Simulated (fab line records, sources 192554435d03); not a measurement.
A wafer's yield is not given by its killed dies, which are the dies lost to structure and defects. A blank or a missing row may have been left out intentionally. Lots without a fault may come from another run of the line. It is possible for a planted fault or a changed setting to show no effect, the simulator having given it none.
Split-lot experiment | flow n5Finfet | route with 1938 steps; 7 lots, 39 wafers read

## SPLIT DETAILS
At N5_HKMG_FIN_HK_ALD_01 (deposits HfO2, target thk 1.6 nm, pulse time 3 s, purge time 3 s), the setting aldCycles was moved away from the recipe's 30 on 18 of the 39 wafers read, by -43.3% to +43.3%. This setting was run at the recipe's value on the other wafers.

## FROM THE SPLIT TO THE READING: what the file shows between them, 4 steps
- N5_HKMG_FIN_HK_ANNEAL_02: time 30 s
- N5_HKMG_FIN_ALD_74: deposits La2O3, target thk 0.5 nm, pulse time 6 s, co reactant pulse time 1 s
- N5_HKMG_FIN_WET_ETCH_82: etches La2O3 in dHCl, stops on HfO2, target depth 2 nm, rinse time 30 s
- N5_HKMG_FIN_ALD_36: deposits TiN, target thk 1 nm, pulse time 1 s, purge time 3 s

## THE READING
HK_THK, in nm, at N5_HKMG_FIN_THK_MEAS_70 (measures by xrf). Typical for fault-free wafers on this fab line: 1.598 nm, with standard deviation 0.02 nm.

wafer  | tool, chamber at the split | aldCycles as run | against the recipe | HK_THK, nm | against lot-mates on the recipe
L077.1 | aldHk-03, 1,0,0            | 43               | +43.3%             | 2.291      | +0.707
L077.2 | aldHk-03, 1,0,0            | 43               | +43.3%             | 2.273      | +0.689
L077.3 | aldHk-03, 2,3,3            | 30               | recipe             | 1.592      | -
L077.4 | aldHk-03, 2,3,3            | 30               | recipe             | 1.597      | -
L077.5 | aldHk-03, 1,0,0            | 43               | +43.3%             | 2.255      | +0.671
L077.6 | aldHk-03, 2,3,3            | 30               | recipe             | 1.562      | -
L080.1 | aldHk-01, 1,0,2            | 36               | +20.0%             | 1.925      | +0.310
L080.2 | aldHk-01, 1,0,2            | 36               | +20.0%             | 1.960      | +0.345
L080.3 | aldHk-01, 2,3,1            | 30               | recipe             | 1.627      | -
L080.4 | aldHk-01, 2,3,1            | 30               | recipe             | 1.602      | -
L080.5 | aldHk-01, 1,0,2            | 36               | +20.0%             | 1.940      | +0.325
L080.6 | aldHk-01, 2,3,1            | 30               | recipe             | 1.615      | -
L081.1 | aldHk-02, 0,2,3            | 30               | recipe             | 1.561      | -
L081.2 | aldHk-02, 0,2,3            | 30               | recipe             | 1.575      | -
L081.4 | aldHk-02, 0,2,3            | 30               | recipe             | 1.578      | -
L084.1 | aldHk-03, 1,2,3            | 30               | recipe             | 1.590      | -
L084.2 | aldHk-03, 3,0,0            | 17               | -43.3%             | 0.903      | -0.696
L084.3 | aldHk-03, 1,2,3            | 30               | recipe             | 1.593      | -
L084.4 | aldHk-03, 3,0,0            | 17               | -43.3%             | 0.919      | -0.680
L084.5 | aldHk-03, 3,0,0            | 17               | -43.3%             | 0.913      | -0.686
L084.6 | aldHk-03, 1,2,3            | 30               | recipe             | 1.614      | -
L089.1 | aldHk-03, 3,2,3            | 40               | +33.3%             | 2.059      | +0.469
L089.2 | aldHk-03, 3,2,3            | 40               | +33.3%             | 2.116      | +0.526
L089.3 | aldHk-03, 0,1,0            | 30               | recipe             | 1.591      | -
L089.4 | aldHk-03, 0,1,0            | 30               | recipe             | 1.603      | -
L089.5 | aldHk-03, 0,1,0            | 30               | recipe             | 1.577      | -
L089.6 | aldHk-03, 3,2,3            | 40               | +33.3%             | 2.144      | +0.554
L091.1 | aldHk-03, 3,2,1            | 24               | -20.0%             | 1.250      | -0.340
L091.2 | aldHk-03, 3,2,1            | 24               | -20.0%             | 1.291      | -0.299
L091.3 | aldHk-03, 0,1,2            | 30               | recipe             | 1.566      | -
L091.4 | aldHk-03, 0,1,2            | 30               | recipe             | 1.584      | -
L091.5 | aldHk-03, 3,2,1            | 24               | -20.0%             | 1.288      | -0.302
L091.6 | aldHk-03, 0,1,2            | 30               | recipe             | 1.621      | -
L093.1 | aldHk-02, 0,2,1            | 30               | recipe             | 1.556      | -
L093.2 | aldHk-02, 0,2,1            | 30               | recipe             | 1.590      | -
L093.3 | aldHk-02, 1,3,2            | 24               | -20.0%             | 1.291      | -0.303
L093.4 | aldHk-02, 1,3,2            | 24               | -20.0%             | 1.280      | -0.314
L093.5 | aldHk-02, 0,2,1            | 30               | recipe             | 1.636      | -
L093.6 | aldHk-02, 1,3,2            | 24               | -20.0%             | 1.235      | -0.359
If several chambers appear in one row, that row covers several wafers at once and the file leaves open which wafer was in which chamber.

FIT RESULTS
A straight line over all 39 wafers: HK_THK changes by +0.0158 nm for each +1% of aldCycles; r = +1.00; the points scatter about the line by 0.024 nm.
The same after taking each lot's own level away (the mean of its wafers on the recipe; 39 wafers): +0.0159 nm for each +1%; r = +1.00; scatter 0.021 nm.
On that fit, the largest move of aldCycles shifts the reading by 0.69 nm.
From 1.5713 to 1.6147 nm: that is the span of the lots' own levels, equal to 2.2 times the standard deviation above.
The two slopes agree, so the slope changes little with the lot-to-lot level.
Check: +0.684 nm against its lot-mates is what the line predicts for one of the wafers moved furthest among these (+43.3%) when that wafer is left out of the fit. Against them it came out at +0.707 nm.

## OTHER SPLITS APPLIED TO THESE WAFERS
These wafers also went through other splits before the reading. Each is held against what the fit with the lots' levels taken away leaves over:
other split on the same wafers          | wafers away from the commonest value | r with HK_THK (lot level and that fit taken away)
N5_PMOS_HMC_CHANNEL_EPI_DESCUM_14 timeS | 18                                   | -0.25
N5_SD_EPI_N_ETCH_45 targetDepthA        | 12                                   | -0.04

## THE WHOLE CHAIN: every reading that the file lists as answering this split, in the file's order
step                    | what it does                                                     | reading                                                                           | change (the file's fit)                | r (the file's)
N5_HKMG_FIN_HK_ALD_01   | deposits HfO2, target thk 1.6 nm, pulse time 3 s, purge time 3 s | HfO2_of_HKMG_FIN_HK_ALD_01.thkNm (the simulator's own value, which no gauge read) | +0.0158 nm for each +1% of the setting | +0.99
N5_HKMG_FIN_THK_MEAS_70 | measures by xrf                                                  | HK_THK                                                                            | +0.0159 for each +1% of the setting    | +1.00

## THE FILE'S OWN FIT
HK_THK changes by +0.0159 nm for each +1% of aldCycles, r = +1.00.
